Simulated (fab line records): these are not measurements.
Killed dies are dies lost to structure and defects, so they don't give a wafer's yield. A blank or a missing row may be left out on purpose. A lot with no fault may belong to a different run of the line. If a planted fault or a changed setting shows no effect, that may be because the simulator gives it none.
Problem report in the 8D (eight disciplines) form, filled by code + flow n5-finfet + the parts of the form that need people (team, actions taken, sign-off) are left out

== 1. THE PROBLEM ==
Wafers without a fault read 66.31 s, standard deviation 0.2; run-length-s at N5_SDB_COAT_04 reads a mean of 76.88 s on 3 wafers belonging to 2 lots. That puts it +53 standard deviations away from the usual mean.
The step: time 60 s, resist thk 18 nm.
The first sign was on wafer L840.3 at day 6 12:04, on litho-track-05. At this step, 30 wafers from 10 lots have a number in the record. By rule, "out" or "out of limits" means more than 4 standard deviations away from the usual mean. Any other wafer with a number is counted as sound.

== 2. WHAT IT IS, WHAT IT ISN'T ==
| question                    | is                     | is not                                                                                             |
|-----------------------------|------------------------|----------------------------------------------------------------------------------------------------|
| which readings at this step | run-length-s           | chill-plate-temp-C                                                                                 |
| which lots                  | L840, L841             | L830, L833, L835, L845, L846, L850, L851, L852                                                     |
| which wafers of those lots  | L840.3, L841.4, L841.6 | L840.2, L840.5, L841.2                                                                             |
| read on which tools         | litho-track-05         | litho-track-02, litho-track-03                                                                     |
| when                        | from day 6 12:04       | up to then (11 sound wafers); but 16 sound wafers of L841, L845, L846, L850, L851, L852 came after |

== 3. THE SUSPECTS, EACH WITH WHAT RULES IT OUT ==
Counting: if a tool at a process step up to the reading ran every lot that is out, it stays a suspect. Sound lots after the first of them don't rule it out here, since some wafers of a struck lot are sound.
- ald-sin-02 at N5_ILD0_ALD_15 (deposits SiNx, target thk 24 nm, pulse time 1 s, ald cycles 480): kept. It processed each lot that is out (first: L840, day 6 09:22); up to then, its last sound lot is L833 (day 4 16:03).
- litho-track-05 at N5_SDB_COAT_04 (time 60 s, resist thk 18 nm): kept. It processed each lot that is out (first: L840, day 6 12:04); up to then, its last sound lot is L833 (day 4 18:43). On those wafers its own readings are out: run-length-s.
- Within ald-sin-02 at N5_ILD0_ALD_15: the wafers that are out ran in chambers 0, 2; their sound lot-mates ran in chambers 1, 3.
The count leaves litho-track-05 at N5_SDB_COAT_04 and ald-sin-02 at N5_ILD0_ALD_15.

== 4. THE CAUSE (what the simulator had put in) ==
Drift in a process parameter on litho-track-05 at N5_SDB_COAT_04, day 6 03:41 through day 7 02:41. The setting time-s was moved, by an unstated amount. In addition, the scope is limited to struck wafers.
Counting left 2 suspects, and this tool is among them.

== 5. THE EFFECT CHAIN, in route order ==
Rows list readings where the struck wafers' mean (over those with a number) sits beyond 3 standard deviations from the usual. Readings are gone through only where the record gives a usual standard deviation; hours: the median, over the lots, of the time from a lot's start at the first step in this table giving one to that lot's start at this step; sigmas: the change measured in usual standard deviations.
| hours | step           | reading      | usual   | on struck wafers | change | sigmas |
|-------|----------------|--------------|---------|------------------|--------|--------|
| 0     | N5_SDB_COAT_04 | run-length-s | 66.31 s | 76.88            | +10.57 | +53    |
Process steps it contains:
- N5_SDB_COAT_04: time 60 s, resist thk 18 nm.
Later steps that measure or inspect, where all struck wafers having a row at the step show a number for every such reading and not one has moved that far: N5_SDB_CD_MEAS_11, N5_BEOL_M4_RC_MEAS_101.

== 6. WHAT WOULD HAVE CAUGHT IT SOONER ==
The fault began at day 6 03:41; the first out-of-limits reading in this record came at day 6 12:04, 8 hours later.
